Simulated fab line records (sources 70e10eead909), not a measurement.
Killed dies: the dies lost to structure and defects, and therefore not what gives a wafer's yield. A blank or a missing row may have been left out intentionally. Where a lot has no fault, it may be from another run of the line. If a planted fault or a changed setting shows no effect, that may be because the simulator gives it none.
Chamber matching	flow nand harc	NHARC_P_STI_CMP_21 on cmp-01: 4 sister chambers
The step polishes, t overpolish 20 s, target thk 380.67 nm. 8 wafers are shown with their chamber, then 7 later ones without.

== WAFERS PAIRED WITH THEIR CHAMBERS ==
wafer	chamber	motor current A (A)	overpolish run s (s)
L645.1	0	13.2	20.002
L645.3	1	12.2	19.989
L645.6	1	12.2	19.993
L648.3	2	11.7	20.007
L648.5	3	10.7	19.992
L648.6	0	14.2	19.982
L653.3	2	11.0	20.000
L653.5	3	11.5	20.004

== WAFERS WITH NO CHAMBER GIVEN ==
wafer	motor current A (A)	overpolish run s (s)
L653.6	13.0	20.008
L654.1	12.1	19.988
L654.4	11.2	20.001
L654.5	11.3	20.003
L657.1	13.7	19.998
L657.3	11.3	19.995
L657.4	11.0	19.996

== EACH ONE'S CHAMBER ==
wafer	from the rows above	in truth
L653.6	can't be placed: 0 or 1 or 2 or 3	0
L654.1	can't be placed: 1 or 3 or 2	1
L654.4	can't be placed: 3 or 2 or 1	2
L654.5	can't be placed: 2 or 3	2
L657.1	0	0
L657.3	can't be placed: 3 or 2 or 1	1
L657.4	can't be placed: 3 or 2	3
1 of 7 placed correctly. From these rows, 6 cannot be placed; in 6 the true chamber is one of the candidates. Number placed wrongly: 0.
How it was worked out, from the rows above alone: a wafer's distance from a chamber is the root of the sum, over the readings, of the square of ((its reading less the chamber's mean) divided by the reading's scatter). The wafer belongs to the nearest chamber; if the next one is less than 2 further off, it can't be placed. For every chamber, the mean is computed from those of its wafers that are shown. How the scatter is found: for the shown wafers, subtract from each reading the mean of its chamber, square and add these, divide the total by (wafers less chambers), then take the root.
